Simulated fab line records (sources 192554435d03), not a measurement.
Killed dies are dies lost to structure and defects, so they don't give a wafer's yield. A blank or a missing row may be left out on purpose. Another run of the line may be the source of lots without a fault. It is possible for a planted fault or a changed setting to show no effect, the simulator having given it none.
Which tool did it? || flow n5Finfet || 24 lots with 72 wafers sampled at 5 steps, on a route of 1938 steps

WHAT EACH GAUGE READ, for each wafer
N5_BEOL_M15_CD_MEAS_10: the cd target is 360 nm.
{"lot": "L076", "measured": "day 12 05:52", "on": "cdSem-03", "cdNm (nm)": "360.1 356.7 356.9"}
{"lot": "L077", "measured": "day 12 13:26", "on": "cdSem-01", "cdNm (nm)": "362.2 360.6 358.8"}
{"lot": "L075", "measured": "day 12 15:59", "on": "cdSem-01", "cdNm (nm)": "359.6 358.4 359.7"}
{"lot": "L079", "measured": "day 13 10:23", "on": "cdSem-03", "cdNm (nm)": "361.0 361.0 364.1"}
{"lot": "L078", "measured": "day 13 15:56", "on": "cdSem-01", "cdNm (nm)": "363.4 361.9 363.4"}
{"lot": "L080", "measured": "day 13 20:59", "on": "cdSem-02", "cdNm (nm)": "361.9 359.6 358.6"}
{"lot": "L081", "measured": "day 13 21:44", "on": "cdSem-03", "cdNm (nm)": "360.0 358.4 357.6"}
{"lot": "L074", "measured": "day 13 22:08", "on": "cdSem-01", "cdNm (nm)": "362.0 359.5 360.0"}
{"lot": "L082", "measured": "day 14 00:04", "on": "cdSem-01", "cdNm (nm)": "361.0 358.9 358.8"}
{"lot": "L084", "measured": "day 14 06:47", "on": "cdSem-01", "cdNm (nm)": "356.5 357.0 359.7"}
{"lot": "L083", "measured": "day 14 10:22", "on": "cdSem-01", "cdNm (nm)": "362.1 361.2 358.5"}
{"lot": "L085", "measured": "day 14 12:56", "on": "cdSem-02", "cdNm (nm)": "359.7 360.5 362.7"}
{"lot": "L086", "measured": "day 15 02:20", "on": "cdSem-01", "cdNm (nm)": "362.6 362.2 363.3"}
{"lot": "L087", "measured": "day 16 00:06", "on": "cdSem-01", "cdNm (nm)": "360.0 359.3 356.0"}
{"lot": "L088", "measured": "day 16 00:53", "on": "cdSem-02", "cdNm (nm)": "357.2 357.8 358.9"}
{"lot": "L089", "measured": "day 16 07:54", "on": "cdSem-02", "cdNm (nm)": "361.3 361.0 361.2"}
{"lot": "L091", "measured": "day 16 14:18", "on": "cdSem-01", "cdNm (nm)": "362.9 361.5 364.7"}
{"lot": "L090", "measured": "day 16 18:33", "on": "cdSem-02", "cdNm (nm)": "361.0 359.1 358.7"}
{"lot": "L092", "measured": "day 16 18:53", "on": "cdSem-01", "cdNm (nm)": "356.9 357.5 354.9"}
{"lot": "L093", "measured": "day 17 11:59", "on": "cdSem-01", "cdNm (nm)": "362.6 365.8 360.7"}
{"lot": "L094", "measured": "day 17 21:01", "on": "cdSem-02", "cdNm (nm)": "361.5 362.7 361.5"}
{"lot": "L095", "measured": "day 17 21:34", "on": "cdSem-01", "cdNm (nm)": "356.8 355.2 356.1"}
{"lot": "L096", "measured": "day 18 00:53", "on": "cdSem-01", "cdNm (nm)": "358.5 359.1 357.3"}
{"lot": "L097", "measured": "day 18 05:02", "on": "cdSem-01", "cdNm (nm)": "358.8 360.6 358.1"}

EACH LOT AND THE TOOL THAT RAN IT (in order: tool; ch and the chambers of the sampled wafers; start)
{"lot": "L076", "N5_BEOL_M12_SPUTTER_45": "pvdSputter-02, day 11 18:58", "N5_BEOL_M13_DEP_53": "pecvd-02 ch 0,2, day 12 00:55", "N5_BEOL_M14_SPUTTER_43": "pvdSputter-02, day 12 03:56", "N5_BEOL_M14_DEP_53": "pecvd-03 ch 0,1,2, day 12 05:04"}
{"lot": "L077", "N5_BEOL_M12_SPUTTER_45": "pvdSputter-03, day 12 02:51", "N5_BEOL_M13_DEP_53": "pecvd-04 ch 0,1,2, day 12 08:25", "N5_BEOL_M14_SPUTTER_43": "pvdSputter-02, day 12 11:28", "N5_BEOL_M14_DEP_53": "pecvd-01 ch 1,2, day 12 12:37"}
{"lot": "L075", "N5_BEOL_M12_SPUTTER_45": "pvdSputter-01, day 12 03:15", "N5_BEOL_M13_DEP_53": "pecvd-01 ch 1,2, day 12 09:19", "N5_BEOL_M14_SPUTTER_43": "pvdSputter-01, day 12 13:55", "N5_BEOL_M14_DEP_53": "pecvd-03 ch 0,2, day 12 15:18"}
{"lot": "L079", "N5_BEOL_M12_SPUTTER_45": "pvdSputter-01, day 12 21:19", "N5_BEOL_M13_DEP_53": "pecvd-01 ch 1,2, day 13 03:15", "N5_BEOL_M14_SPUTTER_43": "pvdSputter-03, day 13 07:48", "N5_BEOL_M14_DEP_53": "pecvd-01 ch 0,1,2, day 13 09:34"}
{"lot": "L078", "N5_BEOL_M12_SPUTTER_45": "pvdSputter-01, day 12 22:20", "N5_BEOL_M13_DEP_53": "pecvd-04 ch 1,2, day 13 10:25", "N5_BEOL_M14_SPUTTER_43": "pvdSputter-02, day 13 13:40", "N5_BEOL_M14_DEP_53": "pecvd-03 ch 0,1,2, day 13 15:07"}
{"lot": "L080", "N5_BEOL_M12_SPUTTER_45": "pvdSputter-02, day 13 01:41", "N5_BEOL_M13_DEP_53": "pecvd-02 ch 0,1,2, day 13 14:02", "N5_BEOL_M14_SPUTTER_43": "pvdSputter-03, day 13 18:55", "N5_BEOL_M14_DEP_53": "pecvd-03 ch 0,1, day 13 20:10"}
{"lot": "L081", "N5_BEOL_M12_SPUTTER_45": "pvdSputter-01, day 13 01:43", "N5_BEOL_M13_DEP_53": "pecvd-01 ch 0,1,2, day 13 14:38", "N5_BEOL_M14_SPUTTER_43": "pvdSputter-02, day 13 19:20", "N5_BEOL_M14_DEP_53": "pecvd-04 ch 1,2, day 13 21:02"}
{"lot": "L074", "N5_BEOL_M12_SPUTTER_45": "pvdSputter-03, day 13 08:59", "N5_BEOL_M13_DEP_53": "pecvd-01 ch 0,2, day 13 15:20", "N5_BEOL_M14_SPUTTER_43": "pvdSputter-01, day 13 19:44", "N5_BEOL_M14_DEP_53": "pecvd-01 ch 0,1, day 13 21:26"}
{"lot": "L082", "N5_BEOL_M12_SPUTTER_45": "pvdSputter-01, day 13 10:56", "N5_BEOL_M13_DEP_53": "pecvd-01 ch 1,2, day 13 17:17", "N5_BEOL_M14_SPUTTER_43": "pvdSputter-01, day 13 22:16", "N5_BEOL_M14_DEP_53": "pecvd-04 ch 1,2, day 13 23:23"}
{"lot": "L084", "N5_BEOL_M12_SPUTTER_45": "pvdSputter-01, day 13 19:08", "N5_BEOL_M13_DEP_53": "pecvd-02 ch 0,1, day 14 00:59", "N5_BEOL_M14_SPUTTER_43": "pvdSputter-01, day 14 04:59", "N5_BEOL_M14_DEP_53": "pecvd-04 ch 0,1,2, day 14 06:06"}
{"lot": "L083", "N5_BEOL_M12_SPUTTER_45": "pvdSputter-01, day 13 19:28", "N5_BEOL_M13_DEP_53": "pecvd-02 ch 0,1, day 14 03:27", "N5_BEOL_M14_SPUTTER_43": "pvdSputter-02, day 14 08:26", "N5_BEOL_M14_DEP_53": "pecvd-01 ch 0,2, day 14 09:34"}
{"lot": "L085", "N5_BEOL_M12_SPUTTER_45": "pvdSputter-02, day 13 20:04", "N5_BEOL_M13_DEP_53": "pecvd-01 ch 1,2, day 14 05:01", "N5_BEOL_M14_SPUTTER_43": "pvdSputter-03, day 14 10:31", "N5_BEOL_M14_DEP_53": "pecvd-03 ch 0,1, day 14 12:04"}
{"lot": "L086", "N5_BEOL_M12_SPUTTER_45": "pvdSputter-03, day 14 14:48", "N5_BEOL_M13_DEP_53": "pecvd-02 ch 0,1, day 14 20:35", "N5_BEOL_M14_SPUTTER_43": "pvdSputter-03, day 15 00:32", "N5_BEOL_M14_DEP_53": "pecvd-01 ch 0,1,2, day 15 01:40"}
{"lot": "L087", "N5_BEOL_M12_SPUTTER_45": "pvdSputter-01, day 15 10:23", "N5_BEOL_M13_DEP_53": "pecvd-02 ch 0,1, day 15 18:26", "N5_BEOL_M14_SPUTTER_43": "pvdSputter-01, day 15 21:28", "N5_BEOL_M14_DEP_53": "pecvd-03 ch 1,2, day 15 23:25"}
{"lot": "L088", "N5_BEOL_M12_SPUTTER_45": "pvdSputter-03, day 15 10:32", "N5_BEOL_M13_DEP_53": "pecvd-04 ch 0,2, day 15 18:46", "N5_BEOL_M14_SPUTTER_43": "pvdSputter-02, day 15 21:38", "N5_BEOL_M14_DEP_53": "pecvd-01 ch 0,2, day 15 23:58"}
{"lot": "L089", "N5_BEOL_M12_SPUTTER_45": "pvdSputter-01, day 15 17:05", "N5_BEOL_M13_DEP_53": "pecvd-02 ch 0,1,2, day 15 23:08", "N5_BEOL_M14_SPUTTER_43": "pvdSputter-03, day 16 06:06", "N5_BEOL_M14_DEP_53": "pecvd-03 ch 0,1,2, day 16 07:13"}
{"lot": "L091", "N5_BEOL_M12_SPUTTER_45": "pvdSputter-03, day 16 03:12", "N5_BEOL_M13_DEP_53": "pecvd-02 ch 1,2, day 16 09:25", "N5_BEOL_M14_SPUTTER_43": "pvdSputter-03, day 16 12:20", "N5_BEOL_M14_DEP_53": "pecvd-01 ch 0,2, day 16 13:28"}
{"lot": "L090", "N5_BEOL_M12_SPUTTER_45": "pvdSputter-01, day 16 03:32", "N5_BEOL_M13_DEP_53": "pecvd-01 ch 1,2, day 16 11:53", "N5_BEOL_M14_SPUTTER_43": "pvdSputter-01, day 16 16:11", "N5_BEOL_M14_DEP_53": "pecvd-01 ch 0,1,2, day 16 17:52"}
{"lot": "L092", "N5_BEOL_M12_SPUTTER_45": "pvdSputter-03, day 16 06:47", "N5_BEOL_M13_DEP_53": "pecvd-04 ch 0,2, day 16 12:58", "N5_BEOL_M14_SPUTTER_43": "pvdSputter-03, day 16 16:16", "N5_BEOL_M14_DEP_53": "pecvd-01 ch 0,2, day 16 18:12"}
{"lot": "L093", "N5_BEOL_M12_SPUTTER_45": "pvdSputter-01, day 16 20:25", "N5_BEOL_M13_DEP_53": "pecvd-04 ch 0,2, day 17 05:59", "N5_BEOL_M14_SPUTTER_43": "pvdSputter-03, day 17 09:25", "N5_BEOL_M14_DEP_53": "pecvd-01 ch 0,1,2, day 17 11:09"}
{"lot": "L094", "N5_BEOL_M12_SPUTTER_45": "pvdSputter-03, day 17 08:20", "N5_BEOL_M13_DEP_53": "pecvd-02 ch 0,1, day 17 14:11", "N5_BEOL_M14_SPUTTER_43": "pvdSputter-03, day 17 19:07", "N5_BEOL_M14_DEP_53": "pecvd-01 ch 1,2, day 17 20:20"}
{"lot": "L095", "N5_BEOL_M12_SPUTTER_45": "pvdSputter-01, day 17 08:29", "N5_BEOL_M13_DEP_53": "pecvd-04 ch 0,2, day 17 14:14", "N5_BEOL_M14_SPUTTER_43": "pvdSputter-02, day 17 19:17", "N5_BEOL_M14_DEP_53": "pecvd-01 ch 0,1,2, day 17 20:46"}
{"lot": "L096", "N5_BEOL_M12_SPUTTER_45": "pvdSputter-02, day 17 12:59", "N5_BEOL_M13_DEP_53": "pecvd-04 ch 0,2, day 17 20:05", "N5_BEOL_M14_SPUTTER_43": "pvdSputter-02, day 17 22:57", "N5_BEOL_M14_DEP_53": "pecvd-03 ch 0,2, day 18 00:05"}
{"lot": "L097", "N5_BEOL_M12_SPUTTER_45": "pvdSputter-03, day 17 13:27", "N5_BEOL_M13_DEP_53": "pecvd-02 ch 1,2, day 17 22:42", "N5_BEOL_M14_SPUTTER_43": "pvdSputter-02, day 18 03:05", "N5_BEOL_M14_DEP_53": "pecvd-01 ch 0,2, day 18 04:14"}
- N5_BEOL_M12_SPUTTER_45: material Cu, target thk 80 nm, time 13.33 s.
- N5_BEOL_M13_DEP_53: deposits SiCN from 3MS/NH3, target thk 50 nm, time 17.8 s.
- N5_BEOL_M14_SPUTTER_43: material TaN, target thk 15 nm, time 24.19 s.
- N5_BEOL_M14_DEP_53: deposits SiCN from 3MS/NH3, target thk 50 nm, time 17.8 s.

AS READ BY THE TOOLS THEMSELVES (means over the sampled wafers that have a number; for cases with no such wafer, the mark the record gives instead)
N5_BEOL_M12_SPUTTER_45.
{"lot": "L076", "tool": "pvdSputter-02", "throttleValvePct (%)": 29.3}
{"lot": "L077", "tool": "pvdSputter-03", "throttleValvePct (%)": 29.5}
{"lot": "L075", "tool": "pvdSputter-01", "throttleValvePct (%)": 30.1}
{"lot": "L079", "tool": "pvdSputter-01", "throttleValvePct (%)": 30.9}
{"lot": "L078", "tool": "pvdSputter-01", "throttleValvePct (%)": 30.2}
{"lot": "L080", "tool": "pvdSputter-02", "throttleValvePct (%)": 29.3}
{"lot": "L081", "tool": "pvdSputter-01", "throttleValvePct (%)": 31.1}
{"lot": "L074", "tool": "pvdSputter-03", "throttleValvePct (%)": 29.7}
{"lot": "L082", "tool": "pvdSputter-01", "throttleValvePct (%)": 31.2}
{"lot": "L084", "tool": "pvdSputter-01", "throttleValvePct (%)": 30.6}
{"lot": "L083", "tool": "pvdSputter-01", "throttleValvePct (%)": 31.0}
{"lot": "L085", "tool": "pvdSputter-02", "throttleValvePct (%)": 29.3}
{"lot": "L086", "tool": "pvdSputter-03", "throttleValvePct (%)": 29.5}
{"lot": "L087", "tool": "pvdSputter-01", "throttleValvePct (%)": 30.3}
{"lot": "L088", "tool": "pvdSputter-03", "throttleValvePct (%)": 29.7}
{"lot": "L089", "tool": "pvdSputter-01", "throttleValvePct (%)": 30.7}
{"lot": "L091", "tool": "pvdSputter-03", "throttleValvePct (%)": 29.9}
{"lot": "L090", "tool": "pvdSputter-01", "throttleValvePct (%)": 31.2}
{"lot": "L092", "tool": "pvdSputter-03", "throttleValvePct (%)": 29.7}
{"lot": "L093", "tool": "pvdSputter-01", "throttleValvePct (%)": 30.1}
{"lot": "L094", "tool": "pvdSputter-03", "throttleValvePct (%)": 30.3}
{"lot": "L095", "tool": "pvdSputter-01", "throttleValvePct (%)": 30.2}
{"lot": "L096", "tool": "pvdSputter-02", "throttleValvePct (%)": 29.1}
{"lot": "L097", "tool": "pvdSputter-03", "throttleValvePct (%)": 29.5}

N5_BEOL_M13_DEP_53.
{"lot": "L076", "tool": "pecvd-02", "showerheadPlenumPTorr (Torr)": 4.162, "throttleValvePct (%)": 17.2}
{"lot": "L077", "tool": "pecvd-04", "showerheadPlenumPTorr (Torr)": 4.177, "throttleValvePct (%)": 19.3}
{"lot": "L075", "tool": "pecvd-01", "showerheadPlenumPTorr (Torr)": 4.146, "throttleValvePct (%)": 18.4}
{"lot": "L079", "tool": "pecvd-01", "showerheadPlenumPTorr (Torr)": 4.143, "throttleValvePct (%)": 18.4}
{"lot": "L078", "tool": "pecvd-04", "showerheadPlenumPTorr (Torr)": 4.177, "throttleValvePct (%)": 19.4}
{"lot": "L080", "tool": "pecvd-02", "showerheadPlenumPTorr (Torr)": 4.162, "throttleValvePct (%)": 17.5}
{"lot": "L081", "tool": "pecvd-01", "showerheadPlenumPTorr (Torr)": 4.151, "throttleValvePct (%)": 18.4}
{"lot": "L074", "tool": "pecvd-01", "showerheadPlenumPTorr (Torr)": 4.156, "throttleValvePct (%)": 18.1}
{"lot": "L082", "tool": "pecvd-01", "showerheadPlenumPTorr (Torr)": 4.140, "throttleValvePct (%)": 18.2}
{"lot": "L084", "tool": "pecvd-02", "showerheadPlenumPTorr (Torr)": 4.166, "throttleValvePct (%)": 17.9}
{"lot": "L083", "tool": "pecvd-02", "showerheadPlenumPTorr (Torr)": 4.169, "throttleValvePct (%)": 18.1}
{"lot": "L085", "tool": "pecvd-01", "showerheadPlenumPTorr (Torr)": 4.142, "throttleValvePct (%)": 18.5}
{"lot": "L086", "tool": "pecvd-02", "showerheadPlenumPTorr (Torr)": 4.161, "throttleValvePct (%)": 17.9}
{"lot": "L087", "tool": "pecvd-02", "showerheadPlenumPTorr (Torr)": 4.159, "throttleValvePct (%)": 18.0}
{"lot": "L088", "tool": "pecvd-04", "showerheadPlenumPTorr (Torr)": 4.150, "throttleValvePct (%)": 18.5}
{"lot": "L089", "tool": "pecvd-02", "showerheadPlenumPTorr (Torr)": 4.159, "throttleValvePct (%)": 17.7}
{"lot": "L091", "tool": "pecvd-02", "showerheadPlenumPTorr (Torr)": 4.162, "throttleValvePct (%)": 17.9}
{"lot": "L090", "tool": "pecvd-01", "showerheadPlenumPTorr (Torr)": 4.140, "throttleValvePct (%)": 18.2}
{"lot": "L092", "tool": "pecvd-04", "showerheadPlenumPTorr (Torr)": 4.163, "throttleValvePct (%)": 18.4}
{"lot": "L093", "tool": "pecvd-04", "showerheadPlenumPTorr (Torr)": 4.165, "throttleValvePct (%)": 18.5}
{"lot": "L094", "tool": "pecvd-02", "showerheadPlenumPTorr (Torr)": 4.168, "throttleValvePct (%)": 17.8}
{"lot": "L095", "tool": "pecvd-04", "showerheadPlenumPTorr (Torr)": 4.154, "throttleValvePct (%)": 18.6}
{"lot": "L096", "tool": "pecvd-04", "showerheadPlenumPTorr (Torr)": 4.163, "throttleValvePct (%)": 18.5}
{"lot": "L097", "tool": "pecvd-02", "showerheadPlenumPTorr (Torr)": 4.164, "throttleValvePct (%)": 17.5}

N5_BEOL_M14_SPUTTER_43.
{"lot": "L076", "tool": "pvdSputter-02", "throttleValvePct (%)": 29.0}
{"lot": "L077", "tool": "pvdSputter-02", "throttleValvePct (%)": 28.6}
{"lot": "L075", "tool": "pvdSputter-01", "throttleValvePct (%)": 30.6}
{"lot": "L079", "tool": "pvdSputter-03", "throttleValvePct (%)": 29.7}
{"lot": "L078", "tool": "pvdSputter-02", "throttleValvePct (%)": 28.7}
{"lot": "L080", "tool": "pvdSputter-03", "throttleValvePct (%)": 30.3}
{"lot": "L081", "tool": "pvdSputter-02", "throttleValvePct (%)": 28.9}
{"lot": "L074", "tool": "pvdSputter-01", "throttleValvePct (%)": 31.1}
{"lot": "L082", "tool": "pvdSputter-01", "throttleValvePct (%)": 30.4}
{"lot": "L084", "tool": "pvdSputter-01", "throttleValvePct (%)": 30.3}
{"lot": "L083", "tool": "pvdSputter-02", "throttleValvePct (%)": 28.5}
{"lot": "L085", "tool": "pvdSputter-03", "throttleValvePct (%)": 29.4}
{"lot": "L086", "tool": "pvdSputter-03", "throttleValvePct (%)": 29.8}
{"lot": "L087", "tool": "pvdSputter-01", "throttleValvePct (%)": 30.9}
{"lot": "L088", "tool": "pvdSputter-02", "throttleValvePct (%)": 29.4}
{"lot": "L089", "tool": "pvdSputter-03", "throttleValvePct (%)": 29.7}
{"lot": "L091", "tool": "pvdSputter-03", "throttleValvePct (%)": 29.3}
{"lot": "L090", "tool": "pvdSputter-01", "throttleValvePct (%)": 31.1}
{"lot": "L092", "tool": "pvdSputter-03", "throttleValvePct (%)": 30.1}
{"lot": "L093", "tool": "pvdSputter-03", "throttleValvePct (%)": 29.6}
{"lot": "L094", "tool": "pvdSputter-03", "throttleValvePct (%)": 30.1}
{"lot": "L095", "tool": "pvdSputter-02", "throttleValvePct (%)": 29.2}
{"lot": "L096", "tool": "pvdSputter-02", "throttleValvePct (%)": 28.9}
{"lot": "L097", "tool": "pvdSputter-02", "throttleValvePct (%)": 28.9}

N5_BEOL_M14_DEP_53.
{"lot": "L076", "tool": "pecvd-03", "showerheadPlenumPTorr (Torr)": 4.162, "throttleValvePct (%)": 17.3}
{"lot": "L077", "tool": "pecvd-01", "showerheadPlenumPTorr (Torr)": 4.136, "throttleValvePct (%)": 18.5}
{"lot": "L075", "tool": "pecvd-03", "showerheadPlenumPTorr (Torr)": 4.167, "throttleValvePct (%)": 17.0}
{"lot": "L079", "tool": "pecvd-01", "showerheadPlenumPTorr (Torr)": 4.165, "throttleValvePct (%)": 18.5}
{"lot": "L078", "tool": "pecvd-03", "showerheadPlenumPTorr (Torr)": 4.172, "throttleValvePct (%)": 17.3}
{"lot": "L080", "tool": "pecvd-03", "showerheadPlenumPTorr (Torr)": 4.160, "throttleValvePct (%)": 17.4}
{"lot": "L081", "tool": "pecvd-04", "showerheadPlenumPTorr (Torr)": 4.185, "throttleValvePct (%)": 20.3}
{"lot": "L074", "tool": "pecvd-01", "showerheadPlenumPTorr (Torr)": 4.179, "throttleValvePct (%)": 18.6}
{"lot": "L082", "tool": "pecvd-04", "showerheadPlenumPTorr (Torr)": 4.176, "throttleValvePct (%)": 19.3}
{"lot": "L084", "tool": "pecvd-04", "showerheadPlenumPTorr (Torr)": 4.175, "throttleValvePct (%)": 19.2}
{"lot": "L083", "tool": "pecvd-01", "showerheadPlenumPTorr (Torr)": 4.159, "throttleValvePct (%)": 18.3}
{"lot": "L085", "tool": "pecvd-03", "showerheadPlenumPTorr (Torr)": 4.155, "throttleValvePct (%)": 17.4}
{"lot": "L086", "tool": "pecvd-01", "showerheadPlenumPTorr (Torr)": 4.163, "throttleValvePct (%)": 18.3}
{"lot": "L087", "tool": "pecvd-03", "showerheadPlenumPTorr (Torr)": 4.163, "throttleValvePct (%)": 17.6}
{"lot": "L088", "tool": "pecvd-01", "showerheadPlenumPTorr (Torr)": 4.171, "throttleValvePct (%)": 18.3}
{"lot": "L089", "tool": "pecvd-03", "showerheadPlenumPTorr (Torr)": 4.169, "throttleValvePct (%)": 17.3}
{"lot": "L091", "tool": "pecvd-01", "showerheadPlenumPTorr (Torr)": 4.156, "throttleValvePct (%)": 18.2}
{"lot": "L090", "tool": "pecvd-01", "showerheadPlenumPTorr (Torr)": 4.154, "throttleValvePct (%)": 18.3}
{"lot": "L092", "tool": "pecvd-01", "showerheadPlenumPTorr (Torr)": 4.156, "throttleValvePct (%)": 18.4}
{"lot": "L093", "tool": "pecvd-01", "showerheadPlenumPTorr (Torr)": 4.159, "throttleValvePct (%)": 18.4}
{"lot": "L094", "tool": "pecvd-01", "showerheadPlenumPTorr (Torr)": 4.141, "throttleValvePct (%)": 18.4}
{"lot": "L095", "tool": "pecvd-01", "showerheadPlenumPTorr (Torr)": 4.153, "throttleValvePct (%)": 18.5}
{"lot": "L096", "tool": "pecvd-03", "showerheadPlenumPTorr (Torr)": 4.166, "throttleValvePct (%)": 17.2}
{"lot": "L097", "tool": "pecvd-01", "showerheadPlenumPTorr (Torr)": 4.174, "throttleValvePct (%)": 18.4}

THE ANSWER, worked out from the rows above alone
Rule: what is usual is taken from the lots themselves. The widest of any qualifying gaps counts: lots, ordered by their means at a reading, are off when they make up no more than a third of the lots, leave a main group of 4 or more, and stand apart from it by 3 or more times the standard deviation of that group's means. If all means in a main group match to the digits the tables above print for the reading, that group is not used. A lot without any number at a reading at which 4 lots or more have one is off too. All remaining lots with rows at the step are treated as sound. After the gauges, taken in route order, come the tools' own readings; for these a lot's mean is taken, as printed above. The first step at which some lot is off is used, and at that step the reading that is off furthest; a lot without a number counts as furthest.
Nothing can be told from this: no lot is off at any reading shown.

WHAT THE SIMULATOR HAD PUT IN
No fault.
